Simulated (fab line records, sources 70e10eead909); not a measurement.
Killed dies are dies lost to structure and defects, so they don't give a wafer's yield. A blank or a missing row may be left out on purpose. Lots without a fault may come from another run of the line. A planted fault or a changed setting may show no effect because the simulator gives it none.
A struck lot beside a sound one | flow nand_harc | 15 steps out of a route of 1159
Sound: wafers L892.2, L892.3, L892.6. Struck: wafer L900.4. (L900.3 of the same lot was not struck and is left out.) The cause comes at the end.
At each step with rows: each side's tool, then ch and its chambers, then its first start. Under that, the readings that differ: sound wafers | struck wafers | difference of the means | sigmas: that difference in standard deviations of wafers without a fault.
alike: readings whose means differ by less than 2 such deviations, and words and numbers that are the same on both sides. not compared: withheld readings, readings that some wafer has no value for, bounds like >300 that may hide the same value, and numbers for which the record gives no deviation and whose values overlap.
The two part at a step that has a row with sigmas, a row that says differs or no value, or rows on one side only. Numbers that don't overlap but have no deviation are shown without sigmas and don't part them. A reading that every wafer of one side lacks parts them only if that side has two wafers or more.

first, 1 step without rows for these wafers: NHARC_A_ONON_D1_DEP_06 (target thk 1000 nm).
NHARC_A_ONON_D1_THK_MEAS_08: measures by ellipsometry.
  sound on film_metro-02, day 7 07:11; struck on film_metro-02, day 9 10:38
  alike: thk_nm
then, 1 step without rows for these wafers: NHARC_A_ONON_D1_DEP_09 (target thk 1000 nm).
NHARC_A_ONON_D1_THK_MEAS_11: measures by ellipsometry.
  sound on film_metro-02, day 7 07:45; struck on film_metro-01, day 9 11:11
  alike: thk_nm
then, 1 step without rows for these wafers: NHARC_A_ONON_D1_DEP_12 (target thk 1000 nm).
NHARC_A_ONON_D1_THK_MEAS_14: measures by ellipsometry.
  sound on film_metro-01, day 7 08:20; struck on film_metro-01, day 9 11:46
  alike: thk_nm
then, 2 steps without rows for these wafers: NHARC_A_ONON_D1_ANNEAL_15 (time 3600 s); NHARC_A_ONON_D1_DEP_16 (target thk 1000 nm).
NHARC_A_ONON_D1_THK_MEAS_18: measures by ellipsometry.
  sound on film_metro-02, day 7 19:09; struck on film_metro-02, day 9 18:50
  alike: thk_nm
then, 1 step without rows for these wafers: NHARC_A_ONON_D1_DEP_19 (target thk 1000 nm).
NHARC_A_ONON_D1_THK_MEAS_21: measures by ellipsometry.
  sound on film_metro-02, day 7 19:43; struck on film_metro-02, day 9 19:25
  alike: thk_nm
NHARC_A_ONON_D1_DEP_22: target thk 1000 nm.
  sound on pecvd_onon-02 ch 0, day 7 19:49; struck on pecvd_onon-04 ch 0, day 9 19:35
NHARC_A_ONON_D1_THK_MEAS_24: measures by ellipsometry.
  sound on film_metro-02, day 7 20:17; struck on film_metro-02, day 9 19:59
  reading     | sound       | struck | difference | sigmas
  thk_nm (nm) | 987 990 989 | 303    | -686       | -62
then, 1 step without rows for these wafers: NHARC_A_ONON_D1_DEP_25 (target thk 1000 nm).
-- the record jumps here: 12 days lie between the struck wafers' starts before and after (it left off in module A_ONON_D1 and takes up again in module END, whose first step shown is number 1159 of the route) --
NHARC_END_SORT_01:
  sound on prober-02 ch 0, day 20 16:19; struck on prober-02 ch 0, day 21 17:51
  reading         | sound    | struck | difference | sigmas
  killed_at_array | 28 28 30 | 675    | +646       | +69
  killed_dies     | 32 31 34 | 677    | +645       | +72
  alike: killed_at_other, killed_at_periphery, killed_open, killed_short

WHERE THEY PART
First at NHARC_A_ONON_D1_THK_MEAS_24; last, within this record, at NHARC_END_SORT_01.

WHY: what the simulator had put in
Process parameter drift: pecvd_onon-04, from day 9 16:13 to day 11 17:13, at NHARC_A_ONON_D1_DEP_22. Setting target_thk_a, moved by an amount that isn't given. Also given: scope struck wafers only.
